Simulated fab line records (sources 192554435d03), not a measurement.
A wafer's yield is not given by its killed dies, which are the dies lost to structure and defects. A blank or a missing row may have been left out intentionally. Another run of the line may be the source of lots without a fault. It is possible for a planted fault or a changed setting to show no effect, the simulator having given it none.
Matching of chambers ; flow n5_finfet ; 4 sister chambers for N5_PMOS_HMC_CHANNEL_EPI_DESCUM_14 on rie_diel-04
The step chemistry O2, time 7.9 s. 16 wafers are shown with their chamber, then 8 later ones without.

EACH WAFER AND ITS CHAMBER
wafer;chamber;drypump_motor_current_A (A);showerhead_plenum_p_Torr (Torr);throttle_valve_pct (%)
L077.1;2;5.2;2.15;20.31
L077.2;3;5.4;2.17;20.63
L077.3;1;6.4;2.14;20.76
L077.4;0;5.4;2.04;20.38
L077.5;2;5.2;2.15;20.30
L077.6;3;5.4;2.17;20.65
L078.1;2;5.3;2.15;20.31
L078.3;0;5.4;2.04;20.39
L078.5;2;5.2;2.15;20.32
L081.1;2;5.3;2.15;20.33
L081.2;0;5.4;2.04;20.38
L081.3;3;5.4;2.16;20.65
L085.1;1;6.5;2.13;20.42
L085.2;0;5.4;2.03;20.40
L085.3;2;5.3;2.14;20.35
L085.4;1;6.5;2.13;20.41

SIGNATURES, as means of the wafers listed above
reading;chamber 0;chamber 1;chamber 2;chamber 3;scatter within a chamber
drypump_motor_current_A;5.400;6.467;5.250;5.400;0.0425
showerhead_plenum_p_Torr;2.0375;2.1333;2.1483;2.1667;0.00493
throttle_valve_pct;20.3875;20.5300;20.3200;20.6433;0.0824
Rule: for each reading, subtract the chamber's mean from the wafer's reading, divide by that reading's scatter and square the result; add these up over the readings and take the root, which gives the wafer's distance from the chamber. If the next closest chamber is less than 2 further off than the closest, the wafer can't be placed; otherwise it belongs to the closest. How the scatter is found: for the shown wafers, subtract from each reading the mean of its chamber, square and add these, divide the total by (wafers less chambers), then take the root.

WAFERS WITHOUT THEIR CHAMBER
wafer;drypump_motor_current_A (A);showerhead_plenum_p_Torr (Torr);throttle_valve_pct (%)
L085.5;5.3;2.14;20.34
L085.6;5.4;2.03;20.40
L086.2;5.3;2.14;20.35
L086.3;5.4;2.16;20.31
L086.5;5.4;2.03;20.39
L094.2;6.5;2.13;20.45
L094.4;5.4;2.03;20.42
L094.5;6.4;2.13;20.45

THE CHAMBER EACH PASSED THROUGH
wafer;from the rows above;in truth
L085.5;2;2
L085.6;0;0
L086.2;2;2
L086.3;can't be placed: 2 or 3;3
L086.5;0;0
L094.2;1;1
L094.4;0;0
L094.5;1;1
Correctly placed: 7 of 8. From these rows, 1 cannot be placed; in 1 the true chamber is one of the candidates. Placed wrongly: 0.
